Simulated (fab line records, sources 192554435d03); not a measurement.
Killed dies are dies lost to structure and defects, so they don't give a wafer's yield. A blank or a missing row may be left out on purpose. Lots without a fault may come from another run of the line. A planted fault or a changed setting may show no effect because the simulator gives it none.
fab line records | flow n5_finfet
record lots=5 wafers=14 last_day=17
route steps=1938 shown BEOL_M4@1099 BEOL_M5@1112 BEOL_M10@1529 PASSIVATION@1936
lots that met no fault: from a run of the same line without faults
start_h: hours from the record's first day to the start of the lot's first wafer shown | wait_h: hours since the lot's step before | " the same as in the row above | L1.1+2: a row that stands for several wafers | - no value, or no start given | * or withheld: withheld | < > ~ a bound
route shown NAME@n: a module of which the file shows steps, and the number in the route of the first | usual: mean/standard deviation of fault-free wafers | same: alike in all rows | chamber/n: place in a boat | sites: the reading at each site | _std_site: their standard deviation | _edge_site: outer sites' mean less inner sites' | radius_mm: how far each site lies from the wafer's centre | mask NAME#n: copy n | behind: the tool/chamber that last shaped the wafer | hold: why the lot was held/for how many hours/how that ended | device: the transistor (n, p or np) that didn't switch | end of line: the same wafers' tests at the end of the route | a step without rows: its recipe alone | killed: dies lost to structure and defects at the first sort, not the wafer's yield | map: a wafer's dies, x killed, . not, _ none there
set.NAME: the setting as run; set.NAME@STEP: as run at that earlier step | model.NAME: the simulator's own value behind a step, which no gauge read
lots at some steps of the route; a table a step, a row a wafer
services: from which hour (start_h, from the record's first day; less than 0 if before it) a tool's chamber was out of use, for how many hours, and why
## steps
# step N5_BEOL_M4_ANNEAL_95
# recipe temp_c=400 time_s=240 ambient=vacuum
# step N5_BEOL_M4_SPUTTER_96
# recipe material=Cu target_thk_a=45 temp_c=-20 chamber_pressure_pa=0.07 power_w=withheld time_s=8.29
# step N5_BEOL_M4_ECD_50
# recipe material=Cu target_thk_a=3000
# step N5_BEOL_M4_ANNEAL_51
# recipe temp_c=225 time_s=90 ambient=N2
# step N5_BEOL_M4_CMP_52
# recipe stop_on=SiOC t_overpolish_s=6.8 down_force_psi=1 platen_rpm=50 clearing_platen_down_force_psi=1.5 clearing_platen_rpm=50 post_cmp_clean=cu_alkaline target_thk_nm=40 clearing_platen_pad_velocity_m_s=0.99484 pad_velocity_m_s=0.99484
# step N5_BEOL_M4_PRE_CLEAN_60
# recipe gas=NH3/H2 time_s=15 temp_c=* rf_power_w=300
# step N5_BEOL_M4_CO_CAP_55
# recipe material=Co target_thk_a=20 temp_c=200 precursor=CCTBA/H2 pressure_torr=30 time_s=102.1
# step N5_BEOL_M4_PRE_CLEAN_56
# recipe gas=NH3 time_s=15 temp_c=withheld rf_power_w=300
# step N5_BEOL_M4_DEP_57
# recipe material=SiCN target_thk_a=80 temp_c=withheld precursor=3MS/NH3 pressure_torr=3 rf_w=202 time_s=14
# step N5_BEOL_M4_RC_MEAS_101
# usual DIBL_N=36.0/2 DIBL_P=35.9/2.5 IOFF_N=0.16/0.038 IOFF_P=0.21/0.04 ION_N=675/14 ION_P=462/9.4 SS_N=71.5/0.75 SS_P=73.2/0.74 VT_N=250/3.9 VT_P=-251/3.2
# columns lot.wafer tool chamber start_h wait_h DIBL_N[mV/V] DIBL_P[mV/V] IOFF_N[nA/um] IOFF_P[nA/um] ION_N[uA/um] ION_P[uA/um] SS_N[mV/dec] SS_P[mV/dec] VT_N[mV] VT_P[mV]
L854.3 prober-01 0 197.43 0.3 39.6 40.5 0.21 0.26 679 463 72.7 73.6 247 -250
L854.4 " 0 " " 35.5 36.5 0.13 0.19 644 446 70.8 73.6 255 -254
L854.5 " 0 " " 38.2 37.5 0.19 0.20 671 452 72.4 74.1 249 -255
L856.1 prober-02 0 199.85 0.0 36.3 36.2 0.17 0.21 686 462 71.1 73.6 248 -251
L856.4 " 0 " " 35.0 35.9 0.14 0.20 672 462 71.0 73.0 252 -249
L856.5 " 0 " " 36.6 36.7 0.18 0.23 703 480 71.3 73.7 249 -248
L857.1 prober-01 0 205.11 0.0 34.7 34.0 0.14 0.18 673 457 71.0 72.8 251 -253
L857.3 " 0 " " 35.7 36.6 0.17 0.24 671 457 71.6 72.9 246 -248
L857.4 " 0 " " 34.7 33.8 0.14 0.19 677 472 71.2 73.2 250 -252
L871.1 prober-01 0 295.73 0.0 38.2 37.8 0.19 0.24 693 472 72.2 73.3 247 -250
L871.2 " 0 " " 35.3 35.8 0.12 0.22 653 462 70.7 73.6 254 -250
L871.3 " 0 " " 38.5 37.4 0.18 0.24 668 457 72.6 73.9 251 -250
L873.3 prober-01 0 311.61 0.3 38.4 37.9 0.19 0.23 675 459 72.2 74.6 250 -250
L873.6 " 0 " " 36.5 35.5 0.15 0.18 667 451 71.5 72.7 254 -251
# step N5_BEOL_M5_ILD_DEP_00
# recipe material=SiCOH_lowk target_thk_a=1406.4 temp_c=300 precursor=DEMS/porogen pressure_torr=5 rf_w=500 time_s=25.9
# step N5_BEOL_M5_CURE_79
# recipe temp_c=385 time_s=240 ambient=He/Ar material=SiCOH_lowk
# step N5_BEOL_M5_PECVD_70
# recipe material=SiO2 target_thk_a=160 temp_c=400 precursor=TEOS/O2 pressure_torr=5.5 rf_w=450 teos_flow_sccm=53.8 gas=O2 flow_sccm=3000 time_s=18
# step N5_BEOL_M5_HM_DEP_02
# recipe material=TiN target_thk_a=200 temp_c=25 chamber_pressure_pa=0.49996
# step N5_BEOL_M5_COAT_59
# recipe resist=SOC temp_c=250 time_s=60 spin_rpm=1500 resist_thk_nm=60
# step N5_BEOL_M5_COAT_60
# recipe resist=SiARC temp_c=220 time_s=60 spin_rpm=1500 resist_thk_nm=12
# step N5_BEOL_M5_COAT_71
# recipe resist=underlayer temp_c=205 time_s=60 spin_rpm=1500 resist_thk_nm=5
# step N5_BEOL_M5_COAT_05
# recipe resist=CAR-EUV spin_rpm=1500 resist_thk_nm=30
# step N5_BEOL_M5_EBR_07
# recipe solvent=PGMEA ebr_width_mm=1.5
# step N5_BEOL_M5_SOFTBAKE_06
# recipe temp_c=110 time_s=60 resist=CAR-EUV
# step N5_BEOL_M5_EXPOSE_08
# recipe mask_id=M5 na=0.33 source_shape=annular sigma_inner=0.4 sigma_outer=0.8 polarization=unpolarized target_cd_nm=28 dose_mj=35.75
# step N5_BEOL_M5_PEB_09
# recipe peb_temp_c=100 peb_time_s=60 resist=CAR-EUV
# step N5_BEOL_M5_DEVELOP_10
# recipe develop_time_s=30 developer=TMAH resist=CAR-EUV rinse_liquid=surfactant_rinse dry=air_spin dev_temp_c=23
# step N5_BEOL_M5_DESCUM_16
# recipe chemistry=O2 time_s=7 source_power_w=50 bias_power_w=20 pressure_mtorr=20 rf_frequency_hz=2.712e+07 temp_c=40 resist=CAR-EUV o2_flow_sccm=225
# step N5_BEOL_M5_ETCH_72
# recipe chemistry=N2/H2 target=underlayer target_depth_a=65 mask_material=CAR-EUV time_s=5.2 ion_energy_ev=200 pressure_mtorr=30 source_w=840 bias_w=150 n2_flow_sccm=200 h2_flow_sccm=200 ends=cleared
# step N5_BEOL_M5_ETCH_61
# recipe chemistry=CF4 target=SiARC target_depth_a=156 mask_material=CAR-EUV time_s=26 ion_energy_ev=80 pressure_mtorr=40 source_w=545 bias_w=36 Ar_flow_sccm=100 cf4_flow_sccm=100 ends=cleared
# step N5_BEOL_M5_ETCH_62
# recipe chemistry=N2/H2 target=SOC target_depth_a=750 overetch_a=150 mask_material=SiARC temp_c=40 time_s=112.5 ion_energy_ev=200 pressure_mtorr=30 source_w=840 bias_w=150 n2_flow_sccm=200 h2_flow_sccm=200
# step N5_BEOL_M5_STRIP_63
# recipe chemistry=N2/H2 temp_c=40 n2_flow_sccm=200 h2_flow_sccm=200 rf_frequency_hz=6e+07
# step N5_BEOL_M5_STRIP_73
# recipe chemistry=N2/H2 temp_c=40 n2_flow_sccm=200 h2_flow_sccm=200 rf_frequency_hz=6e+07
# step N5_BEOL_M5_STRIP_64
# recipe chemistry=CF4 resist=SiARC power_w=300 bias_power_w=75 pressure_mtorr=50 cf4_flow_sccm=150 rf_frequency_hz=6e+07
# step N5_BEOL_M5_HM_OPEN_17
# recipe chemistry=Cl2/BCl3 target_depth_a=200 overetch_a=60 target=TiN mask_material=SOC ion_energy_ev=150 pressure_mtorr=10 icp_w=1000 bias_w=126 Cl2_flow_sccm=53.25 bcl3_flow_sccm=21.75 Ar_flow_sccm=25
# step N5_BEOL_M5_STRIP_19
# recipe chemistry=O2 power_w=400 temp_c=40 pressure_mtorr=30 rf_frequency_hz=6e+07 bias_power_w=0 overash_fraction=0.2 o2_flow_sccm=225
# step N5_BEOL_M5_COAT_65
# recipe resist=SOC temp_c=250 time_s=60 spin_rpm=1500 resist_thk_nm=60
# step N5_BEOL_M5_COAT_66
# recipe resist=SiARC temp_c=220 time_s=60 spin_rpm=1500 resist_thk_nm=12
# step N5_BEOL_M10_ANNEAL_51
# recipe temp_c=225 time_s=90 ambient=N2
# usual anneal_temp_c=225.04/0.18 anneal_temp_c_max=226.8/0.41 wafer_temp_C_max=225.9/0.54
# columns lot.wafer tool chamber start_h wait_h anneal_temp_c anneal_temp_c_max wafer_temp_C_max
L854.3 rtp_anneal-02 - 243.93 0.1 - - -
L854.4 " - " " - - -
L854.5 " - " " - - -
L856.1 rtp_anneal-01 - 247.39 0.2 - - -
L856.4 " - " " - - -
L856.5 " - " " - - -
L857.1 rtp_anneal-01 - 249.37 0.2 - - -
L857.3 " - " " - - -
L857.4 " - " " - - -
L871.1 rtp_anneal-01 0 353.14 0.7 224.88 227.0 225.6
L871.2 " 0 " " 224.97 227.0 225.4
L871.3 " 0 " " 224.94 227.0 225.4
L873.3 rtp_anneal-02 0 369.27 0.3 224.78 226.0 227.0
L873.6 " 0 " " 224.92 226.7 226.1
# step N5_BEOL_M10_CMP_52
# recipe stop_on=SiCOH_lowk t_overpolish_s=7 down_force_psi=1 platen_rpm=50 clearing_platen_down_force_psi=1.5 clearing_platen_rpm=50 post_cmp_clean=cu_alkaline target_thk_nm=140 clearing_platen_pad_velocity_m_s=0.99484 pad_velocity_m_s=0.99484
# usual barrier_field_endpoint_s=29.6/1 motor_current_A=6.1/0.65 overpolish_run_s=7.000/0.01 time_to_endpoint_s=69/5.1
# columns lot.wafer tool chamber start_h wait_h barrier_field_endpoint_s motor_current_A overpolish_run_s time_to_endpoint_s
L854.3 cmp-03 1 244.15 0.2 35.0 5.2 6.997 86
L854.4 " 0 " " 33.3 7.7 7.004 86
L854.5 " 2 " " 33.6 6.0 7.000 85
L856.1 cmp-03 2 247.72 0.3 34.3 6.3 7.008 87
L856.4 " 0 " " 35.0 7.7 7.003 87
L856.5 " 1 " " 37.0 5.2 6.996 87
L857.1 cmp-04 2 249.67 0.3 34.9 6.2 7.014 87
L857.3 " 3 " " 35.1 5.9 7.007 86
L857.4 " 0 " " 36.8 6.1 7.002 86
L871.3 cmp-02 0 353.44 0.2 29.1 6.0 6.994 69
L871.2 " 1 " " 28.4 5.1 6.998 63
L871.1 " 2 " " 31.0 6.1 6.992 76
L873.3 cmp-04 2 369.48 0.2 29.9 6.2 7.016 71
L873.6 " 2 " " 30.2 6.3 6.998 70
# step N5_PASSIVATION_PROBE_49
# usual defect_limited_yield=91.3/1.5 killed_at_M0_to_M3=33/12 killed_at_M4_up=15/5.2 killed_at_contacts=12/5.1 killed_at_front_end=39/11 killed_at_other=5/3.6 killed_dies=103/18 killed_on_rim=14/4.3 killed_open=67/13 killed_short=33/7.8 sort_bin_5_function=5.1/0.96 sort_bin_6_memory=3.2/0.71 sort_n_pass=1077/18 sort_yield_pct=91.3/1.5
# same gross_dies=1180 killed_at_back_side=0 sort_bin_4_leakage[%]=0 sort_bin_8_speed[%]=0
# columns lot.wafer tool chamber start_h wait_h defect_limited_yield[%] killed_at_M0_to_M3 killed_at_M4_up killed_at_contacts killed_at_front_end killed_at_other killed_dies killed_on_rim killed_open killed_short sort_bin_5_function[%] sort_bin_6_memory[%] sort_n_pass sort_yield_pct[%]
L854.3 prober-01 - 292.22 0.1 70.9 24 272 14 29 4 343 13 57 23 4.2 2.7 837 70.9
L854.4 prober-01 - 292.27 0.2 63.2 17 363 15 36 3 434 152 55 29 4.5 2.5 746 63.2
L854.5 prober-01 - 292.32 0.2 52.5 24 501 3 30 2 560 7 54 22 3.8 2.7 620 52.5
L856.1 prober-02 - 297.85 0.0 47.0 60 510 7 34 14 625 15 87 47 6.6 4.4 555 47.0
L856.4 prober-02 - 298.00 0.2 90.8 32 8 17 42 10 109 15 62 37 5.3 3.3 1071 90.8
L856.5 prober-02 - 298.05 0.2 91.9 31 11 14 29 11 96 10 69 26 4.9 3.1 1084 91.9
L857.1 prober-02 - 300.51 0.0 62.8 47 320 22 44 6 439 22 81 58 7.5 3.7 741 62.8
L857.3 prober-02 - 300.61 0.1 91.4 38 12 16 29 7 102 13 62 37 5.1 3.3 1078 91.4
L857.4 prober-02 - 300.66 0.2 77.6 29 200 8 21 6 264 152 50 27 3.7 2.5 916 77.6
# killed by level:class
L854.3 BEOL_M10:area_cmp=259 BEOL_M1:geometric_particle:open=12 MOL_CONTACT_COAG:geometric_particle:open=9 FIN_SAQP:geometric_particle:open=8 MOL_CONTACT_COAG:geometric_particle:short=5 BEOL_M5:geometric_particle:open=5 DUMMY_GATE:geometric_particle:open=4 FIN_SAQP:geometric_particle:short=3
L854.4 BEOL_M10:area_cmp=349 MOL_CONTACT_COAG:geometric_particle:open=12 FIN_SAQP:geometric_particle:open=11 FIN_SAQP:geometric_particle:short=7 STI_FIN_REVEAL:geometric_particle:open=7 BEOL_M4:geometric_particle:open=6 BEOL_M1:geometric_particle:open=5 MOL_CONTACT_COAG:geometric_particle:short=3
L854.5 BEOL_M10:area_cmp=481 FIN_SAQP:geometric_particle:open=8 BEOL_M5:geometric_particle:open=8 BEOL_M2:geometric_particle:open=6 FIN_SAQP:geometric_particle:short=5 BEOL_M1:geometric_particle:open=5 BEOL_M7:geometric_particle:open=5 BEOL_M3:geometric_particle:open=4
L856.1 BEOL_M10:area_cmp=491 BEOL_M0_SAQP:geometric_particle:short=12 BEOL_M2:geometric_particle:open=11 BEOL_M1:geometric_particle:open=10 STI_FIN_REVEAL:geometric_particle:open=8 BEOL_M3:geometric_particle:open=8 BEOL_M4:geometric_particle:open=7 FIN_SAQP:geometric_particle:open=6
L856.4 MOL_CONTACT_COAG:geometric_particle:open=13 BEOL_M2:geometric_particle:open=10 FIN_SAQP:geometric_particle:short=9 HKMG_FIN:area_etch=8 BEOL_M1:geometric_particle:short=6 ILD0:geometric_particle:open=5 BEOL_M1:geometric_particle:open=5 ILD0:geometric_particle:short=4
L856.5 MOL_CONTACT_COAG:geometric_particle:open=10 BEOL_M2:geometric_particle:open=8 FIN_SAQP:geometric_particle:open=6 FIN_SAQP:geometric_particle:short=6 BEOL_M1:geometric_particle:open=6 BEOL_M3:geometric_particle:open=6 STI_FIN_REVEAL:geometric_particle:open=5 BEOL_M4:geometric_particle:open=5
L857.1 BEOL_M10:area_cmp=300 FIN_SAQP:geometric_particle:short=18 MOL_CONTACT_COAG:geometric_particle:open=16 BEOL_M0_SAQP:geometric_particle:short=15 BEOL_M0_SAQP:geometric_particle:open=11 BEOL_M3:geometric_particle:open=8 MOL_CONTACT_COAG:geometric_particle:short=6 BEOL_M2:geometric_particle:open=6
L857.3 MOL_CONTACT_COAG:geometric_particle:open=11 BEOL_M0_SAQP:geometric_particle:open=11 BEOL_M0_SAQP:geometric_particle:short=10 BEOL_M3:geometric_particle:open=8 FIN_SAQP:geometric_particle:short=7 MOL_CONTACT_COAG:geometric_particle:short=5 FIN_SAQP:geometric_particle:open=4 STI_FIN_REVEAL:geometric_particle:open=4
L857.4 BEOL_M10:area_cmp=187 BEOL_M0_SAQP:geometric_particle:short=11 MOL_CONTACT_COAG:geometric_particle:open=8 BEOL_M0_SAQP:geometric_particle:open=8 BEOL_M4:geometric_particle:open=7 FIN_SAQP:geometric_particle:short=6 BEOL_M3:geometric_particle:open=6 FIN_SAQP:geometric_particle:open=4
# map L854.5 (x killed, . not)
_________________............________________
______________........x........._____________
___________.........xx.............__________
__________.............x...x........_________
________....x.....................x..._______
_______.x.........x....................______
______....x...x..xxxxxxxxxxxx..........x_____
_____..........xxxxxxxxxxxxxxxx..........____
____..x....x.xxxxxxxxxxxxxxxxxxxx.........___
___........xxxxxxxxxxxxxxxxxxxxxxx.........__
___.....x..xxxxxxxxxxxxxxxxxxxxxxxx......x.__
__........xxxxxxxxxxxxxxxxxxxxxxxxxx........_
__........xxxxxxxxxxxxxxxxxxxxxxxxxx........_
_....x...xxxxxxxxxxxxxxxxxxxxxxxxxxxx.....x..
_........xxxxxxxxxxxxxxxxxxxxxxxxxxxx......x.
_........xxxxxxxxxxxxxxxxxxxxxxxxxxxx........
_....xx.xxxxxxxxxxxxxxxxxxxxxxxxxxxxx......x.
_........xxxxxxxxxxxxxxxxxxxxxxxxxxxxx.......
_........xxxxxxxxxxxxxxxxxxxxxxxxxxxx.....x..
_......x.xxxxxxxxxxxxxxxxxxxxxxxxxxxx...x..x.
_........xxxxxxxxxxxxxxxxxxxxxxxxxxxx........
__....x...xxxxxxxxxxxxxxxxxxxxxxxxxx.x......_
__........xxxxxxxxxxxxxxxxxxxxxxxxxx........_
___........xxxxxxxxxxxxxxxxxxxxxxxx........__
___.........xxxxxxxxxxxxxxxxxxxxxx.........__
____.........xxxxxxxxxxxxxxxxxxxx.........___
_____..........xxxxxxxxxxxxxxxx.....x....____
______x....x.....xxxxxxxxxxxx..x........_____
_______...x............x...............______
________.............................x_______
__________......x.........x........._________
___________..................x.....__________
______________x................._____________
_________________.....x....x.________________
# map L856.1 (x killed, . not)
_________________..........x.________________
______________...........x.x...._____________
___________.....................x..__________
__________..x.................x....._________
________.............................._______
_______....xx......xxxxxxxx......x...x.______
______.......x..xxxxxxxxxxxxxx........x._____
_____.........xxxxxxxxxxxxxxxxxx..x......____
____........xxxxxxxxxxxxxxxxxxxxxx........___
___..x..x..xxxxxxxxxxxxxxxxxxxxxxxx........__
___.....x.xxxxxxxxxxxxxxxxxxxxxxxxxxx......__
__........xxxxxxxxxxxxxxxxxxxxxxxxxx......x._
__..x....xxxxxxxxxxxxxxxxxxxxxxxxxxxx......._
_........xxxxxxxxxxxxxxxxxxxxxxxxxxxx...x..x.
_......xxxxxxxxxxxxxxxxxxxxxxxxxxxxxxx.x....x
_.x...x.xxxxxxxxxxxxxxxxxxxxxxxxxxxxxx.......
_......xxxxxxxxxxxxxxxxxxxxxxxxxxxxxxx.......
_.......xxxxxxxxxxxxxxxxxxxxxxxxxxxxxx.....x.
_.......xxxxxxxxxxxxxxxxxxxxxxxxxxxxxx.......
_.......xxxxxxxxxxxxxxxxxxxxxxxxxxxxxx.......
_..xx....xxxxxxxxxxxxxxxxxxxxxxxxxxxx........
__...x...xxxxxxxxxxxxxxxxxxxxxxxxxxxx......._
__........xxxxxxxxxxxxxxxxxxxxxxxxxx..x....._
___xx.....xxxxxxxxxxxxxxxxxxxxxxxxxx..x....__
___........xxxxxxxxxxxxxxxxxxxxxxxx........__
____......x.xxxxxxxxxxxxxxxxxxxxxx........___
_____x........xxxxxxxxxxxxxxxxxx......x..____
______.x...x....xxxxxxxxxxxxxx.x........_____
_______..xx........xxxxxxxx............______
________......xx........x...xx.......x_______
__________....................x...x._________
___________.....x..x.....x.........__________
______________x.x..............._____________
_________________..........x.________________
## services
# columns tool chamber start_h hours kind
cmp-03 - 220.39 0.8 repair
cmp-02 - 255.23 2.4 repair
cmp-02 - 259.41 8.9 repair
rtp_anneal-01 - 275.01 1.8 pm
cmp-04 - 278.83 0.6 repair
cmp-02 - 280.10 1.0 repair
cmp-02 - 284.72 8.9 pm
cmp-04 - 288.10 4.0 pm
cmp-04 - 292.10 - consumable_replace:conditioner
cmp-04 - 292.10 - consumable_replace:pad
cmp-02 - 295.37 4.2 pm
cmp-03 - 297.69 2.2 repair
cmp-02 - 345.09 6.3 repair
cmp-02 - 360.97 1.1 repair
## key
first_sign step=N5_BEOL_M10_ANNEAL_51 reading=tool_record direction=missing
effect step=N5_BEOL_M10_CMP_52 reading=barrier_field_endpoint_s direction=up sigmas=5.4 usual=29.6 struck=35.0
effect step=N5_PASSIVATION_PROBE_49 reading=killed_at_M4_up direction=up sigmas=44 usual=15 struck=244 wafers_moved=6
more_kills_born_at N5_BEOL_M10_CMP_52@cmp-03=1580 N5_BEOL_M10_CMP_52@cmp-04=487
met_at N5_BEOL_M10_ANNEAL_51
struck_wafers L854.3,L854.4,L854.5,L856.1,L856.4,L856.5,L857.1,L857.3,L857.4
fault kind=skipped_step_whole tool=rtp_anneal-01,rtp_anneal-02 chamber=- onset_h=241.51 steps=N5_BEOL_M10_ANNEAL_51 scope=struck_lots_only
